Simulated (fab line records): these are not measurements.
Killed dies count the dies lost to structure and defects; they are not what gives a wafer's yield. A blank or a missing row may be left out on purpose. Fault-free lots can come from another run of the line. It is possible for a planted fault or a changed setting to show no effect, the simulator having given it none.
Matching of chambers    flow nand_harc    NHARC_P_M0_CMP_23 on cmp-01 has 4 sister chambers
The step polishes, t overpolish 20 s, target thk 117.53 nm. 8 wafers are shown with their chamber, then 10 later ones without.

WAFERS PAIRED WITH THEIR CHAMBERS
wafer   chamber  motor_current_A (A)  time_to_endpoint_s (s)
L080.5  0        13.2                 26
L080.6  1        11.7                 28
L082.5  3        11.9                 22
L089.1  0        12.9                 27
L089.2  2        14.1                 30
L089.5  3        11.8                 29
L092.2  1        10.9                 30
L092.3  2        13.6                 28

WAFERS WITHOUT THEIR CHAMBER
wafer   motor_current_A (A)  time_to_endpoint_s (s)
L092.6  13.2                 28
L091.1  12.6                 24
L091.4  14.1                 31
L091.6  13.6                 26
L095.2  13.9                 29
L095.4  13.3                 26
L095.5  11.5                 25
L097.2  10.8                 33
L097.3  13.0                 27
L097.5  11.7                 32

THE CHAMBER EACH PASSED THROUGH
wafer   from the rows above      in truth
L092.6  can't be placed: 0 or 2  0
L091.1  can't be placed: 0 or 3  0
L091.4  2                        2
L091.6  can't be placed: 2 or 0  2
L095.2  2                        2
L095.4  can't be placed: 0 or 2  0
L095.5  can't be placed: 3 or 1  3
L097.2  1                        1
L097.3  0                        0
L097.5  can't be placed: 1 or 3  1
Correct placement for 4 of the 10. Cannot be placed on the basis of these rows: 6; the candidates contain the true chamber in 6. Wrongly placed: 0.
How it was worked out, from the rows above alone: a wafer's distance from a chamber is the root of the sum, over the readings, of the square of ((its reading less the chamber's mean) divided by the reading's scatter). If the next closest chamber is less than 2 further off than the closest, the wafer can't be placed; otherwise it belongs to the closest. The mean given for a chamber averages the wafers shown for that chamber. The scatter: take each reading less its chamber's mean, square it, sum over the shown wafers, divide by the number of wafers less the number of chambers, and take the root.
